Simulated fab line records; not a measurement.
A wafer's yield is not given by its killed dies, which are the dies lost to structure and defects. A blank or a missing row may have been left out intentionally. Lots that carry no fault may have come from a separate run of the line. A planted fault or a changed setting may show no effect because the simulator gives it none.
A single fault, viewed from 2 desks / flow n5Finfet / each desk holds nothing but its own numbers, with what lay behind them at the end

AT THE METROLOGY DESK
What the gauges read, lot by lot, whatever tool the lot ran on: means of the sampled wafers that have a number. A lot is out of limits, marked OUT, if its mean lies more than 4 standard deviations from the usual mean; the brackets give that distance. Shown here are 7 of its 12 readings, the ones lying furthest out on some lot.
Columns: A = cdNm at N5_MOL_CONTACT_COAG_CD_MEAS_84, usual 25.06 nm; B = VIA_MOL_THK at N5_MOL_CONTACT_COAG_THK_MEAS_53, usual 43.8 nm; C = DIBL_N at N5_BEOL_M4_RC_MEAS_101, usual 36.2 mV/V; D = ION_N at N5_BEOL_M4_RC_MEAS_101, usual 675 uA/um; E = ION_P at N5_BEOL_M4_RC_MEAS_101, usual 464 uA/um; F = SS_N at N5_BEOL_M4_RC_MEAS_101, usual 71.5 mV/dec; G = VT_P at N5_BEOL_M4_RC_MEAS_101, usual -250 mV
lot=L770; first seen here=day 5 06:17; A=25.14; B=43.9; C=37.5; D=681; E=471; F=71.8; G=-247
lot=L775; first seen here=day 6 17:10; A=25.20; B=44.4; C=38.5; D=684; E=462; F=71.6; G=-251
lot=L777; first seen here=day 7 02:05; A=24.99; B=44.3; C=37.8; D=666; E=447; F=71.5; G=-257
lot=L778; first seen here=day 7 07:47; A=25.18; B=43.7; C=36.3; D=693; E=473; F=71.4; G=-249
lot=L781; first seen here=day 8 00:51; A=25.17; B=44.5; C=35.9; D=668; E=453; F=71.0; G=-253
lot=L782; first seen here=day 8 05:32; A=25.09; B=43.9; C=36.2; D=675; E=472; F=71.8; G=-247
lot=L789; first seen here=day 10 07:23; A=25.12; B=42.9; C=37.7; D=666; E=464; F=72.3; G=-247
lot=L790; first seen here=day 10 11:12; A=25.24; B=44.1; C=36.0; D=673; E=461; F=71.4; G=-252
lot=L791; first seen here=day 10 14:36; A=24.72; B=44.5; C=34.0; D=672; E=471; F=70.9; G=-249
This desk's verdict: no lot among the 9 shows anything out of limits.

FOR THE TOOL OWNER'S DESK: pecvd-01
The tool's own readings at N5_MOL_CONTACT_COAG_PECVD_31 (deposits SiO2 from TEOS/O2, target thk 46 nm, time 8.9 s): means of the sampled wafers that have a number, for each lot that ran on this tool. A lot is out of limits, marked OUT, if its mean lies more than 4 standard deviations from the usual mean; the brackets give that distance.
Columns: A = chamberPressureTorr at N5_MOL_CONTACT_COAG_PECVD_31, usual 6.499 Torr; B = susceptorTempC at N5_MOL_CONTACT_COAG_PECVD_31, usual 399.98 C
lot=L775; first seen here=day 6 16:42; A=6.521; B=400.06
lot=L777; first seen here=day 7 01:37; A=6.493; B=399.92
lot=L778; first seen here=day 7 07:26; A=6.505; B=399.88
lot=L781; first seen here=day 8 00:31; A=6.504; B=397.60 (-10) OUT
lot=L791; first seen here=day 10 14:16; A=6.498; B=400.17
This desk's verdict: out of limits on L781, starting with L781 at day 8 00:31 (susceptorTempC at N5_MOL_CONTACT_COAG_PECVD_31). In limits: L775, L777, L778, L791.

ALL TOGETHER
The tool owner's desk could have raised an alarm at day 8 00:31, on L781.
Nothing out of limits was seen by the metrology desk.
The metrology desk has L781 on record, within its limits.
Of the lots named, all ran N5_MOL_CONTACT_COAG_PECVD_31 on pecvd-01.

WHAT THE SIMULATOR HAD PUT IN
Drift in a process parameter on pecvd-01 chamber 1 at N5_MOL_CONTACT_COAG_PECVD_31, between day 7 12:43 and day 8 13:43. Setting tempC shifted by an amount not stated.
Struck lots among those shown: L781.
How many hours passed from the start of the fault until each desk's first out-of-limits reading: the tool owner's desk, 12.
